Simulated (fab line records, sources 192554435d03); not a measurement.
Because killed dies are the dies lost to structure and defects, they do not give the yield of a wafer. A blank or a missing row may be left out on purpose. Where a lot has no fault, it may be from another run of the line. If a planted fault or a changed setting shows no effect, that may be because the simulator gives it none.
fab line records ; flow n5_finfet
[record] lots = 7; wafers = 21
route steps=1938 shown GATE_CUT@484 MOL_CONTACT_COAG@595 BEOL_M1@751 BEOL_M5@1119
start_h: hours from the record's opening day to when the first of the lot's shown wafers began ; wait_h: hours since the lot's step before ; " repeats the value in the row above ; L1.1+2: several wafers, shown together as one row ; - no value present, or no start provided ; * or withheld: withheld ; < > ~ a bound
route shown NAME@n: names a module that has steps shown in the file, with the first one's number in the route ; usual: average and standard deviation across the fault-free wafers ; same: alike in all rows ; chamber/n: place in a boat ; sites: each site's reading ; _std_site: how widely they spread, as a standard deviation ; _edge_site: the outer-site mean with the inner-site mean subtracted ; radius_mm: how far each site lies from the wafer's centre ; mask NAME#n: copy n ; behind: tool/chamber where the wafer was last shaped ; hold: what put the lot on hold/how long, in hours/how the hold closed ; device: whichever transistor did not switch (one of n, p or np) ; end of line: tests of these same wafers at the route's end ; a step given without rows: its recipe and nothing more ; killed: dies that structure and defects cost at the first sort, which is not the same as the wafer's yield ; map: a wafer's dies, x killed, . not, _ none there
set.NAME: setting as actually run; set.NAME@STEP: the setting as run at that earlier step ; model.NAME: the simulator's own value behind a step, which no gauge read
lots where settings were altered on purpose, with a table for each step and a row for each wafer
[[steps]]
[step N5_GATE_CUT_EXPOSE_10]
[recipe] mask_id = GATE_CUT; na = 0.33; source_shape = annular; sigma_inner = 0.35; sigma_outer = 0.8; polarization = unpolarized; target_cd_nm = 20; dose_mj = 43.25
lot.wafer;tool;chamber;start_h;wait_h;mask;set.dose_mj
L074.3+6;euv_scanner-01;0;84.25;-;GATE_CUT#0;44.93
L074.5;euv_scanner-01;0;84.25;-;GATE_CUT#0;43.25
L079.1;euv_scanner-01;0;116.33;-;GATE_CUT#0;45.36
L079.3+6;euv_scanner-01;0;116.33;-;GATE_CUT#0;43.25
L085.4+6;euv_scanner-01;0;152.94;-;GATE_CUT#0;43.25
L085.5;euv_scanner-01;0;152.94;-;GATE_CUT#0;44.34
L086.2+5;euv_scanner-01;0;159.17;-;GATE_CUT#0;44.92
L086.6;euv_scanner-01;0;159.17;-;GATE_CUT#0;43.25
L088.1+6;euv_scanner-01;0;167.13;-;GATE_CUT#0;43.25
L088.5;euv_scanner-01;0;167.13;-;GATE_CUT#0;41
L092.2+5+6;euv_scanner-02;0;194.25;-;GATE_CUT#0;43.25
L096.2+6;euv_scanner-01;0;224.18;-;GATE_CUT#0;42.25
L096.5;euv_scanner-01;0;224.18;-;GATE_CUT#0;43.25
[step N5_GATE_CUT_PEB_11]
[recipe] peb_temp_c = 100; peb_time_s = 60; resist = CAR-EUV
[step N5_GATE_CUT_DEVELOP_12]
[recipe] develop_time_s = 30; developer = TMAH; resist = CAR-EUV; rinse_liquid = surfactant_rinse; dry = air_spin; dev_temp_c = 23
[step N5_GATE_CUT_CD_MEAS_13]
[recipe] target_cd_nm = 20; landing_energy_ev = 500; detector = se_inlens
[usual] cd_nm = 20.05/0.25
lot.wafer;tool;chamber;start_h;wait_h;set.dose_mj@GATE_CUT_EXPOSE_10;cd_nm
L074.3;cd_sem-03;0;84.38;-;44.93;20.26
L074.5;cd_sem-03;0;84.38;-;43.25;19.94
L074.6;cd_sem-03;0;84.38;-;44.93;20.84
L079.1;cd_sem-01;0;116.46;-;45.36;21.04
L079.3;cd_sem-01;0;116.46;-;43.25;20.00
L079.6;cd_sem-01;0;116.46;-;43.25;20.21
L085.4;cd_sem-02;0;153.06;-;43.25;20.09
L085.5;cd_sem-02;0;153.06;-;44.34;20.64
L085.6;cd_sem-02;0;153.06;-;43.25;19.91
L086.2;cd_sem-02;0;159.30;-;44.92;20.96
L086.5;cd_sem-02;0;159.30;-;44.92;21.05
L086.6;cd_sem-02;0;159.30;-;43.25;19.49
L088.1;cd_sem-02;0;167.26;-;43.25;19.96
L088.5;cd_sem-02;0;167.26;-;41;18.95
L088.6;cd_sem-02;0;167.26;-;43.25;20.24
L092.2;cd_sem-02;0;194.38;-;43.25;19.94
L092.5;cd_sem-02;0;194.38;-;43.25;20.09
L092.6;cd_sem-02;0;194.38;-;43.25;20.30
L096.2;cd_sem-01;0;224.31;-;42.25;20.22
L096.5;cd_sem-01;0;224.31;-;43.25;19.98
L096.6;cd_sem-01;0;224.31;-;42.25;19.50
[step N5_GATE_CUT_DESCUM_18]
[recipe] chemistry = O2; time_s = 7; source_power_w = 50; bias_power_w = 20; pressure_mtorr = 20; rf_frequency_hz = 2.712e+07; temp_c = 40; resist = CAR-EUV; o2_flow_sccm = 225
lot.wafer;tool;chamber;start_h;wait_h;set.dose_mj@GATE_CUT_EXPOSE_10;model.GATE_CUT.cd_nm
L074.3;rie_diel-02;3;85.62;1.2;44.93;20.6
L074.5;rie_diel-02;0;85.62;1.2;43.25;19.6
L074.6;rie_diel-02;2;85.62;1.2;44.93;20.8
L079.1;rie_diel-03;0;116.58;0.0;45.36;21
L079.3;rie_diel-03;1;116.58;0.0;43.25;20
L079.6;rie_diel-03;0;116.58;0.0;43.25;20.2
L085.4;rie_diel-03;0;153.28;0.1;43.25;20
L085.5;rie_diel-03;3;153.28;0.1;44.34;20.8
L085.6;rie_diel-03;2;153.28;0.1;43.25;20.2
L086.2;rie_diel-03;2;159.42;0.0;44.92;20.8
L086.5;rie_diel-03;2;159.42;0.0;44.92;21
L086.6;rie_diel-03;0;159.42;0.0;43.25;19.8
L088.1+6;rie_diel-02;1,2;167.62;0.3;43.25;20.2
L088.5;rie_diel-02;3;167.62;0.3;41;18.8
L092.2+5+6;rie_diel-04;3,3,0;194.60;0.1;43.25;20.2
L096.2+6;rie_diel-04;2,1;224.43;0.0;42.25;19.8
L096.5;rie_diel-04;0;224.43;0.0;43.25;20.2
[step N5_GATE_CUT_ETCH_28]
[recipe] chemistry = N2/H2; target = underlayer; target_depth_a = 130; mask_material = CAR-EUV; time_s = 10.4; ion_energy_ev = 200; pressure_mtorr = 30; source_w = 840; bias_w = 150; n2_flow_sccm = 200; h2_flow_sccm = 200; ends = cleared
lot.wafer;tool;chamber;start_h;wait_h;set.dose_mj@GATE_CUT_EXPOSE_10;model.GATE_CUT.cd_nm
L074.3;rie_diel-02;3;85.66;0.0;44.93;20.6
L074.5;rie_diel-02;0;85.66;0.0;43.25;19.6
L074.6;rie_diel-02;2;85.66;0.0;44.93;20.8
L079.1;rie_diel-03;0;116.62;0.0;45.36;21
L079.3;rie_diel-03;1;116.62;0.0;43.25;20
L079.6;rie_diel-03;0;116.62;0.0;43.25;20.2
L085.4;rie_diel-03;0;153.31;0.0;43.25;20
L085.5;rie_diel-03;3;153.31;0.0;44.34;20.8
L085.6;rie_diel-03;2;153.31;0.0;43.25;20.2
L086.2;rie_diel-03;2;159.45;0.0;44.92;20.8
L086.5;rie_diel-03;2;159.45;0.0;44.92;21
L086.6;rie_diel-03;0;159.45;0.0;43.25;19.8
L088.1;rie_diel-02;1;167.65;0.0;43.25;20.4
L088.5;rie_diel-02;3;167.65;0.0;41;18.8
L088.6;rie_diel-02;2;167.65;0.0;43.25;20.2
L092.2+5+6;rie_diel-04;3,3,0;194.63;0.0;43.25;20.2
L096.2;rie_diel-04;2;224.46;0.0;42.25;19.8
L096.5;rie_diel-04;0;224.46;0.0;43.25;20.2
L096.6;rie_diel-04;1;224.46;0.0;42.25;19.6
[step N5_GATE_CUT_ETCH_36]
[recipe] chemistry = CF4; target = SiARC; target_depth_a = 130; mask_material = CAR-EUV; time_s = 21.7; ion_energy_ev = 80; pressure_mtorr = 40; source_w = 545; bias_w = 36; Ar_flow_sccm = 100; cf4_flow_sccm = 100; ends = cleared
lot.wafer;tool;chamber;start_h;wait_h;set.dose_mj@GATE_CUT_EXPOSE_10;model.GATE_CUT.cd_nm
L074.3;rie_diel-02;3;85.68;0.0;44.93;20.6
L074.5;rie_diel-02;0;85.68;0.0;43.25;19.8
L074.6;rie_diel-02;2;85.68;0.0;44.93;20.8
L079.1;rie_diel-03;0;116.64;0.0;45.36;21.2
L079.3;rie_diel-03;1;116.64;0.0;43.25;20
L079.6;rie_diel-03;0;116.64;0.0;43.25;20.2
L085.4;rie_diel-03;0;153.33;0.0;43.25;20.2
L085.5;rie_diel-03;3;153.33;0.0;44.34;20.6
L085.6;rie_diel-03;2;153.33;0.0;43.25;20.4
L086.2;rie_diel-03;2;159.47;0.0;44.92;20.8
L086.5;rie_diel-03;2;159.47;0.0;44.92;21.2
L086.6;rie_diel-03;0;159.47;0.0;43.25;20
L088.1;rie_diel-02;1;167.67;0.0;43.25;20.2
L088.5;rie_diel-02;3;167.67;0.0;41;18.8
L088.6;rie_diel-02;2;167.67;0.0;43.25;20
L092.2;rie_diel-04;3;194.65;0.0;43.25;20
L092.5+6;rie_diel-04;3,0;194.65;0.0;43.25;20.2
L096.2;rie_diel-04;2;224.48;0.0;42.25;19.8
L096.5;rie_diel-04;0;224.48;0.0;43.25;20.2
L096.6;rie_diel-04;1;224.48;0.0;42.25;19.6
[step N5_GATE_CUT_ETCH_37]
[recipe] chemistry = N2/H2; target = SOC; target_depth_a = 600; overetch_a = 120; mask_material = SiARC; temp_c = 40; time_s = 90; ion_energy_ev = 200; pressure_mtorr = 30; source_w = 840; bias_w = 150; n2_flow_sccm = 200; h2_flow_sccm = 200
[usual] rf_vpp_V = 523.8/2.7
lot.wafer;tool;chamber;start_h;wait_h;set.bias_w;set.dose_mj@GATE_CUT_EXPOSE_10;rf_vpp_V;model.GATE_CUT.cd_nm;model.SiARC_of_GATE_CUT_COAT_35.thk_nm
L074.3;rie_diel-02;3;85.70;0.0;150;44.93;523.2;20.6;6
L074.5;rie_diel-02;0;85.70;0.0;150;43.25;517.0;19.8;6
L074.6;rie_diel-02;2;85.70;0.0;161.6;44.93;547.4;20.8;5.6
L079.1;rie_diel-03;0;116.66;0.0;176.1;45.36;579.3;21;5.2
L079.3;rie_diel-03;1;116.66;0.0;150;43.25;524.7;20;5.8
L079.6;rie_diel-03;0;116.66;0.0;176.1;43.25;578.6;20.2;5.2
L085.4;rie_diel-03;0;153.37;0.0;150;43.25;523.5;20;6
L085.5;rie_diel-03;3;153.37;0.0;163.8;44.34;557.6;20.6;5.6
L085.6;rie_diel-03;2;153.37;0.0;150;43.25;524.6;20.4;6
L086.2;rie_diel-03;2;159.50;0.0;150;44.92;524.6;21;6
L086.5;rie_diel-03;2;159.50;0.0;150;44.92;526.4;21.2;6
L086.6;rie_diel-03;0;159.50;0.0;150;43.25;523.1;20;6
L088.1;rie_diel-02;1;167.70;0.0;150;43.25;522.6;20.2;6
L088.5;rie_diel-02;3;167.70;0.0;150;41;524.0;18.6;6
L088.6;rie_diel-02;2;167.70;0.0;150;43.25;522.5;20;6
L092.2;rie_diel-04;3;194.68;0.0;150;43.25;523.6;20.2;5.8
L092.5;rie_diel-04;3;194.68;0.0;150;43.25;523.3;20.2;5.8
L092.6;rie_diel-04;0;194.68;0.0;150;43.25;518.2;20;6
L096.2;rie_diel-04;2;224.51;0.0;150;42.25;525.9;19.8;6.2
L096.5;rie_diel-04;0;224.51;0.0;150;43.25;517.6;20.2;6
L096.6;rie_diel-04;1;224.51;0.0;150;42.25;524.2;19.6;6
[step N5_GATE_CUT_STRIP_38]
[recipe] chemistry = N2/H2; temp_c = 40; n2_flow_sccm = 200; h2_flow_sccm = 200; rf_frequency_hz = 6e+07
[step N5_GATE_CUT_STRIP_39]
[recipe] chemistry = N2/H2; temp_c = 40; n2_flow_sccm = 200; h2_flow_sccm = 200; rf_frequency_hz = 6e+07
[step N5_GATE_CUT_STRIP_41]
[recipe] chemistry = CF4; resist = SiARC; power_w = 300; bias_power_w = 75; pressure_mtorr = 50; cf4_flow_sccm = 150; rf_frequency_hz = 6e+07
[step N5_GATE_CUT_STRIP_42]
[recipe] chemistry = O2; power_w = 400; temp_c = 40; pressure_mtorr = 30; rf_frequency_hz = 6e+07; bias_power_w = 0; overash_fraction = 0.3; o2_flow_sccm = 225
[step N5_GATE_CUT_ETCH_19]
[recipe] chemistry = CH3F/O2; target = SiNx; mask_material = SiO2; target_depth_a = 537; time_s = 76.7; pressure_mtorr = 30; source_w = 395; bias_w = 73; Ar_flow_sccm = 150; CH3F_flow_sccm = 30; O2_flow_sccm = 20; ion_energy_ev = 120; ends = cleared
lot.wafer;tool;chamber;start_h;wait_h;set.dose_mj@GATE_CUT_EXPOSE_10;model.GATE_CUT.cd_nm
L074.3;rie_diel-02;3;85.91;0.0;44.93;20.8
L074.5;rie_diel-02;0;85.91;0.0;43.25;20.2
L074.6;rie_diel-02;2;85.91;0.0;44.93;21
L079.1;rie_diel-03;0;116.87;0.0;45.36;21.2
L079.3;rie_diel-03;1;116.87;0.0;43.25;20
L079.6;rie_diel-03;0;116.87;0.0;43.25;20.4
L085.4;rie_diel-03;0;153.59;0.0;43.25;20.2
L085.5;rie_diel-03;3;153.59;0.0;44.34;20.6
L085.6;rie_diel-03;2;153.59;0.0;43.25;20.4
L086.2+5;rie_diel-03;2;159.71;0.0;44.92;21.2
L086.6;rie_diel-03;0;159.71;0.0;43.25;20.2
L088.1;rie_diel-02;1;167.90;0.0;43.25;20.2
L088.5;rie_diel-02;3;167.90;0.0;41;18.8
L088.6;rie_diel-02;2;167.90;0.0;43.25;19.8
L092.2;rie_diel-04;3;194.88;0.0;43.25;20
L092.5+6;rie_diel-04;3,0;194.88;0.0;43.25;20.2
L096.2;rie_diel-04;2;224.72;0.0;42.25;20
L096.5;rie_diel-04;0;224.72;0.0;43.25;20.2
L096.6;rie_diel-04;1;224.72;0.0;42.25;19.4
[step N5_MOL_CONTACT_COAG_COAT_64]
[recipe] resist = underlayer; temp_c = 205; time_s = 60; spin_rpm = 1500; resist_thk_nm = 10
lot.wafer;tool;chamber;start_h;wait_h;set.spin_rpm;model.underlayer_of_MOL_CONTACT_COAG_COAT_64.thk_nm
L074.3+5;litho_track-01;0;-;-;1500;10
L074.6;litho_track-01;0;-;-;1608;9.6
L079.1+3+6;litho_track-03;0;-;-;1500;10
L085.4+5+6;litho_track-01;0;-;-;1500;10
L086.2+5+6;litho_track-04;0;-;-;1500;10
L088.1;litho_track-03;0;-;-;1416;10.4
L088.5;litho_track-03;0;-;-;1416;10.2
L088.6;litho_track-03;0;-;-;1500;10
L092.2+5+6;litho_track-01;0;-;-;1500;10
L096.2+5;litho_track-01;0;-;-;1500;10
L096.6;litho_track-01;0;-;-;1449;10.2
[step N5_MOL_CONTACT_COAG_COAT_34]
[recipe] resist = CAR-EUV; spin_rpm = 1500; resist_thk_nm = 40
[step N5_MOL_CONTACT_COAG_EBR_36]
[recipe] solvent = PGMEA; ebr_width_mm = 1.5
[step N5_MOL_CONTACT_COAG_DESCUM_45]
[recipe] chemistry = O2; time_s = 7; source_power_w = 50; bias_power_w = 20; pressure_mtorr = 20; rf_frequency_hz = 2.712e+07; temp_c = 40; resist = CAR-EUV; o2_flow_sccm = 225
[step N5_MOL_CONTACT_COAG_ETCH_65]
[recipe] chemistry = N2/H2; target = underlayer; target_depth_a = 130; mask_material = CAR-EUV; time_s = 10.4; ion_energy_ev = 200; pressure_mtorr = 30; source_w = 840; bias_w = 150; n2_flow_sccm = 200; h2_flow_sccm = 200; ends = cleared
lot.wafer;tool;chamber;start_h;wait_h;set.spin_rpm@MOL_CONTACT_COAG_COAT_64;model.etch.depth_nm
L074.3;rie_diel-06;1;102.18;0.0;1500;10.02
L074.5;rie_diel-06;0;102.18;0.0;1500;10
L074.6;rie_diel-06;1;102.18;0.0;1608;9.677
L079.1;rie_diel-01;1;132.72;0.0;1500;9.987
L079.3;rie_diel-01;0;132.72;0.0;1500;10.05
L079.6;rie_diel-01;2;132.72;0.0;1500;10.03
L085.4;rie_diel-06;2;170.03;0.0;1500;9.988
L085.5;rie_diel-06;1;170.03;0.0;1500;9.971
L085.6;rie_diel-06;0;170.03;0.0;1500;9.979
L086.2+5;rie_diel-01;3;174.52;0.0;1500;10.05
L086.6;rie_diel-01;2;174.52;0.0;1500;10.04
L088.1;rie_diel-01;0;181.69;0.0;1416;10.32
L088.5;rie_diel-01;1;181.69;0.0;1416;10.3
L088.6;rie_diel-01;0;181.69;0.0;1500;10.02
L092.2+5;rie_diel-05;3,0;210.96;0.0;1500;10.01
L092.6;rie_diel-05;3;210.96;0.0;1500;10.02
L096.2+5;rie_diel-06;0;243.47;0.0;1500;10.02
L096.6;rie_diel-06;3;243.47;0.0;1449;10.17
[step N5_BEOL_M1_ILD_DEP_00]
[recipe] material = SiOC; target_thk_a = 790; temp_c = 350; precursor = DEMS/O2; pressure_torr = 5; rf_w = 500; time_s = 15.3
lot.wafer;tool;chamber;start_h;wait_h;set.time_s;model.SiOC_of_BEOL_M1_ILD_DEP_00.thk_nm
L074.3;pecvd-01;0;150.74;0.0;16.92;87
L074.5;pecvd-01;2;150.74;0.0;16.92;88.4
L074.6;pecvd-01;0;150.74;0.0;15.3;79.8
L079.1;pecvd-02;0;153.81;0.0;15.3;78.8
L079.3;pecvd-02;1;153.81;0.0;16.75;86
L079.6;pecvd-02;2;153.81;0.0;16.75;87.4
L085.4;pecvd-02;2;194.50;0.1;14.53;75.6
L085.5;pecvd-02;1;194.50;0.1;15.3;79.8
L085.6;pecvd-02;0;194.50;0.1;15.3;79
L086.2;pecvd-02;1;197.10;0.0;15.3;80
L086.5+6;pecvd-02;0,2;197.10;0.0;13.73;71.8
L088.1;pecvd-04;2;204.20;0.0;14.2;72.6
L088.5;pecvd-04;1;204.20;0.0;15.3;78.8
L088.6;pecvd-04;2;204.20;0.0;15.3;80.2
L092.2;pecvd-01;0;233.55;0.0;15.3;78
L092.5;pecvd-01;0;233.55;0.0;15.3;80
L092.6;pecvd-01;2;233.55;0.0;15.3;77.8
L096.2;pecvd-02;2;268.46;0.0;16.99;87.8
L096.5;pecvd-02;0;268.46;0.0;16.99;88.2
L096.6;pecvd-02;2;268.46;0.0;15.3;80.4
[step N5_BEOL_M1_THK_MEAS_01]
[recipe] reads = SiOC_of_BEOL_M1_ILD_DEP_00
[usual] M1_ILD_THK = 78.9/1
lot.wafer;tool;chamber;start_h;wait_h;set.time_s@BEOL_M1_ILD_DEP_00;M1_ILD_THK[nm]
L074.3;film_metro-01;-;150.81;0.1;16.92;87.1
L074.5;film_metro-01;-;150.81;0.1;16.92;88.4
L074.6;film_metro-01;-;150.81;0.1;15.3;80.0
L079.1;film_metro-02;-;153.88;0.0;15.3;78.6
L079.3;film_metro-02;-;153.88;0.0;16.75;86.1
L079.6;film_metro-02;-;153.88;0.0;16.75;87.4
L085.4;film_metro-02;-;194.55;0.0;14.53;75.6
L085.5;film_metro-02;-;194.55;0.0;15.3;79.7
L085.6;film_metro-02;-;194.55;0.0;15.3;78.9
L086.2;film_metro-02;-;197.16;0.1;15.3;80.0
L086.5;film_metro-02;-;197.16;0.1;13.73;71.8
L086.6;film_metro-02;-;197.16;0.1;13.73;71.8
L088.1;film_metro-01;-;204.27;0.0;14.2;72.6
L088.5;film_metro-01;-;204.27;0.0;15.3;78.9
L088.6;film_metro-01;-;204.27;0.0;15.3;80.2
L092.2;film_metro-01;-;233.63;0.1;15.3;78.0
L092.5;film_metro-01;-;233.63;0.1;15.3;80.0
L092.6;film_metro-01;-;233.63;0.1;15.3;77.9
L096.2;film_metro-01;-;268.53;0.1;16.99;87.7
L096.5;film_metro-01;-;268.53;0.1;16.99;88.3
L096.6;film_metro-01;-;268.53;0.1;15.3;80.4
[step N5_BEOL_M1_COAT_62]
[recipe] resist = SiARC; temp_c = 220; time_s = 60; spin_rpm = 1500; resist_thk_nm = 12
lot.wafer;tool;chamber;start_h;wait_h;set.spin_rpm;model.SiARC_of_BEOL_M1_COAT_62.thk_nm
L074.3+6;litho_track-04;0;-;-;1500;12
L074.5;litho_track-04;0;-;-;1440;12.2
L079.1+3+6;litho_track-04;0;-;-;1500;12
L085.4+5+6;litho_track-02;0;-;-;1454;12.2
L086.2;litho_track-04;0;-;-;1616;11.4
L086.5+6;litho_track-04;0;-;-;1500;12
L088.1+5+6;litho_track-01;0;-;-;1500;12
L092.2+5+6;litho_track-01;0;-;-;1500;12
L096.2+6;litho_track-01;0;-;-;1622;11.4
L096.5;litho_track-01;0;-;-;1622;11.6
[step N5_BEOL_M1_COAT_73]
[recipe] resist = underlayer; temp_c = 205; time_s = 60; spin_rpm = 1500; resist_thk_nm = 5
[step N5_BEOL_M1_COAT_05]
[recipe] resist = CAR-EUV; spin_rpm = 1500; resist_thk_nm = 30
[step N5_BEOL_M1_DESCUM_16]
[recipe] chemistry = O2; time_s = 7; source_power_w = 50; bias_power_w = 20; pressure_mtorr = 20; rf_frequency_hz = 2.712e+07; temp_c = 40; resist = CAR-EUV; o2_flow_sccm = 225
[step N5_BEOL_M1_ETCH_74]
[recipe] chemistry = N2/H2; target = underlayer; target_depth_a = 65; mask_material = CAR-EUV; time_s = 5.2; ion_energy_ev = 200; pressure_mtorr = 30; source_w = 840; bias_w = 150; n2_flow_sccm = 200; h2_flow_sccm = 200; ends = cleared
[step N5_BEOL_M1_ETCH_63]
[recipe] chemistry = CF4; target = SiARC; target_depth_a = 156; mask_material = CAR-EUV; time_s = 26; ion_energy_ev = 80; pressure_mtorr = 40; source_w = 545; bias_w = 36; Ar_flow_sccm = 100; cf4_flow_sccm = 100; ends = cleared
lot.wafer;tool;chamber;start_h;wait_h;set.spin_rpm@BEOL_M1_COAT_62;model.etch.depth_nm
L074.3+6;rie_diel-04;1,0;152.21;0.0;1500;11.99
L074.5;rie_diel-04;1;152.21;0.0;1440;12.25
L079.1;rie_diel-03;0;154.89;0.0;1500;12.02
L079.3;rie_diel-03;2;154.89;0.0;1500;11.97
L079.6;rie_diel-03;0;154.89;0.0;1500;11.98
L085.4;rie_diel-03;3;195.81;0.0;1454;12.16
L085.5+6;rie_diel-03;2,1;195.81;0.0;1454;12.13
L086.2;rie_diel-02;3;199.88;0.0;1616;11.5
L086.5;rie_diel-02;1;199.88;0.0;1500;11.95
L086.6;rie_diel-02;0;199.88;0.0;1500;11.98
L088.1+5;rie_diel-03;3;206.58;0.0;1500;12.04
L088.6;rie_diel-03;0;206.58;0.0;1500;12
L092.2;rie_diel-04;0;234.50;0.0;1500;12
L092.5;rie_diel-04;1;234.50;0.0;1500;11.97
L092.6;rie_diel-04;0;234.50;0.0;1500;11.96
L096.2;rie_diel-04;1;272.93;0.0;1622;11.49
L096.5;rie_diel-04;2;272.93;0.0;1622;11.52
L096.6;rie_diel-04;1;272.93;0.0;1622;11.47
[step N5_BEOL_M1_ETCH_64]
[recipe] chemistry = N2/H2; target = SOC; target_depth_a = 750; overetch_a = 150; mask_material = SiARC; temp_c = 40; time_s = 112.5; ion_energy_ev = 200; pressure_mtorr = 30; source_w = 840; bias_w = 150; n2_flow_sccm = 200; h2_flow_sccm = 200
lot.wafer;tool;chamber;start_h;wait_h;set.spin_rpm@BEOL_M1_COAT_62;model.SiARC_of_BEOL_M1_COAT_62.thk_nm
L074.3;rie_diel-04;1;152.24;0.0;1500;6.6
L074.5;rie_diel-04;1;152.24;0.0;1440;7
L074.6;rie_diel-04;0;152.24;0.0;1500;6.8
L079.1+3+6;rie_diel-03;0,2,0;154.92;0.0;1500;6.8
L085.4+5+6;rie_diel-03;3,2,1;195.84;0.0;1454;7
L086.2;rie_diel-02;3;199.91;0.0;1616;6.2
L086.5+6;rie_diel-02;1,0;199.91;0.0;1500;6.8
L088.1+5+6;rie_diel-03;3,3,0;206.61;0.0;1500;7
L092.2+6;rie_diel-04;0;234.53;0.0;1500;6.8
L092.5;rie_diel-04;1;234.53;0.0;1500;6.6
L096.2+6;rie_diel-04;1;272.95;0.0;1622;6.2
L096.5;rie_diel-04;2;272.95;0.0;1622;6.4
[step N5_BEOL_M5_COAT_71]
[recipe] resist = underlayer; temp_c = 205; time_s = 60; spin_rpm = 1500; resist_thk_nm = 5
lot.wafer;tool;chamber;start_h;wait_h;set.spin_rpm
L074.3+5+6;litho_track-04;0;-;-;1500
L079.1+3+6;litho_track-04;0;-;-;1500
L085.4;litho_track-05;0;-;-;1421
L085.5+6;litho_track-05;0;-;-;1500
L086.2;litho_track-05;0;-;-;1500
L086.5+6;litho_track-05;0;-;-;1377
L088.1+5;litho_track-05;0;-;-;1379
L088.6;litho_track-05;0;-;-;1500
L092.2+5+6;litho_track-04;0;-;-;1500
L096.2+5+6;litho_track-03;0;-;-;1500
[step N5_BEOL_M5_COAT_05]
[recipe] resist = CAR-EUV; spin_rpm = 1500; resist_thk_nm = 30
[step N5_BEOL_M5_EBR_07]
[recipe] solvent = PGMEA; ebr_width_mm = 1.5
[step N5_BEOL_M5_DESCUM_16]
[recipe] chemistry = O2; time_s = 7; source_power_w = 50; bias_power_w = 20; pressure_mtorr = 20; rf_frequency_hz = 2.712e+07; temp_c = 40; resist = CAR-EUV; o2_flow_sccm = 225
[step N5_BEOL_M5_ETCH_72]
[recipe] chemistry = N2/H2; target = underlayer; target_depth_a = 65; mask_material = CAR-EUV; time_s = 5.2; ion_energy_ev = 200; pressure_mtorr = 30; source_w = 840; bias_w = 150; n2_flow_sccm = 200; h2_flow_sccm = 200; ends = cleared
lot.wafer;tool;chamber;start_h;wait_h;set.spin_rpm@BEOL_M5_COAT_71;model.etch.depth_nm
L074.3;rie_diel-03;3;194.39;0.0;1500;5.026
L074.5;rie_diel-03;0;194.39;0.0;1500;5.016
L074.6;rie_diel-03;3;194.39;0.0;1500;5.011
L079.1;rie_diel-03;0;210.17;0.0;1500;4.987
L079.3;rie_diel-03;1;210.17;0.0;1500;5.005
L079.6;rie_diel-03;0;210.17;0.0;1500;5.008
L085.4;rie_diel-04;3;255.46;0.0;1421;5.135
L085.5;rie_diel-04;1;255.46;0.0;1500;4.993
L085.6;rie_diel-04;0;255.46;0.0;1500;5.004
L086.2;rie_diel-04;0;255.91;0.0;1500;5
L086.5;rie_diel-04;0;255.91;0.0;1377;5.216
L086.6;rie_diel-04;1;255.91;0.0;1377;5.228
L088.1;rie_diel-03;0;263.92;0.0;1379;5.216
L088.5;rie_diel-03;1;263.92;0.0;1379;5.229
L088.6;rie_diel-03;2;263.92;0.0;1500;5.021
L092.2;rie_diel-03;2;283.36;0.0;1500;5.007
L092.5;rie_diel-03;0;283.36;0.0;1500;5.001
L092.6;rie_diel-03;3;283.36;0.0;1500;5.026
L096.2;rie_diel-02;1;325.69;0.0;1500;5.003
L096.5;rie_diel-02;1;325.69;0.0;1500;5.005
L096.6;rie_diel-02;2;325.69;0.0;1500;5.012
[[key]]
[split] step = N5_GATE_CUT_EXPOSE_10; setting = dose_mj; stated = 43.25; by = wafer
[response] step = N5_GATE_CUT_CD_MEAS_13; reading = cd_nm; change = +0.224; per = 1%; r = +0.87
[response] step = N5_GATE_CUT_DESCUM_18; reading = model.GATE_CUT.cd_nm; change = +0.247; per = 1%; r = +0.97
[response] step = N5_GATE_CUT_ETCH_28; reading = model.GATE_CUT.cd_nm; change = +0.255; per = 1%; r = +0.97
[response] step = N5_GATE_CUT_ETCH_36; reading = model.GATE_CUT.cd_nm; change = +0.231; per = 1%; r = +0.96
[response] step = N5_GATE_CUT_ETCH_37; reading = model.GATE_CUT.cd_nm; change = +0.239; per = 1%; r = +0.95
[response] step = N5_GATE_CUT_ETCH_19; reading = model.GATE_CUT.cd_nm; change = +0.212; per = 1%; r = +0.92
[split] step = N5_GATE_CUT_ETCH_37; setting = bias_w; stated = 150; by = wafer
[response] step = N5_GATE_CUT_ETCH_37; reading = rf_vpp_V; change = +3.27; per = 1%; r = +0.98
[response] step = N5_GATE_CUT_ETCH_37; reading = model.SiARC_of_GATE_CUT_COAT_35.thk_nm; change = -0.0385; per = 1%; r = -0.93
[split] step = N5_MOL_CONTACT_COAG_COAT_64; setting = spin_rpm; stated = 1500; by = wafer
[response] step = N5_MOL_CONTACT_COAG_COAT_64; reading = model.underlayer_of_MOL_CONTACT_COAG_COAT_64.thk_nm; change = -0.0553; per = 1%; r = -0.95
[response] step = N5_MOL_CONTACT_COAG_ETCH_65; reading = model.etch.depth_nm; change = -0.0473; per = 1%; r = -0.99
[split] step = N5_BEOL_M1_ILD_DEP_00; setting = time_s; stated = 15.3; by = wafer
[response] step = N5_BEOL_M1_ILD_DEP_00; reading = model.SiOC_of_BEOL_M1_ILD_DEP_00.thk_nm; change = +0.781; per = 1%; r = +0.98
[response] step = N5_BEOL_M1_THK_MEAS_01; reading = M1_ILD_THK; change = +0.782; per = 1%; r = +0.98
[split] step = N5_BEOL_M1_COAT_62; setting = spin_rpm; stated = 1500; by = wafer
[response] step = N5_BEOL_M1_COAT_62; reading = model.SiARC_of_BEOL_M1_COAT_62.thk_nm; change = -0.0718; per = 1%; r = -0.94
[response] step = N5_BEOL_M1_ETCH_63; reading = model.etch.depth_nm; change = -0.0615; per = 1%; r = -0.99
[response] step = N5_BEOL_M1_ETCH_64; reading = model.SiARC_of_BEOL_M1_COAT_62.thk_nm; change = -0.077; per = 1%; r = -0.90
[split] step = N5_BEOL_M5_COAT_71; setting = spin_rpm; stated = 1500; by = wafer
[response] step = N5_BEOL_M5_ETCH_72; reading = model.etch.depth_nm; change = -0.026; per = 1%; r = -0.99
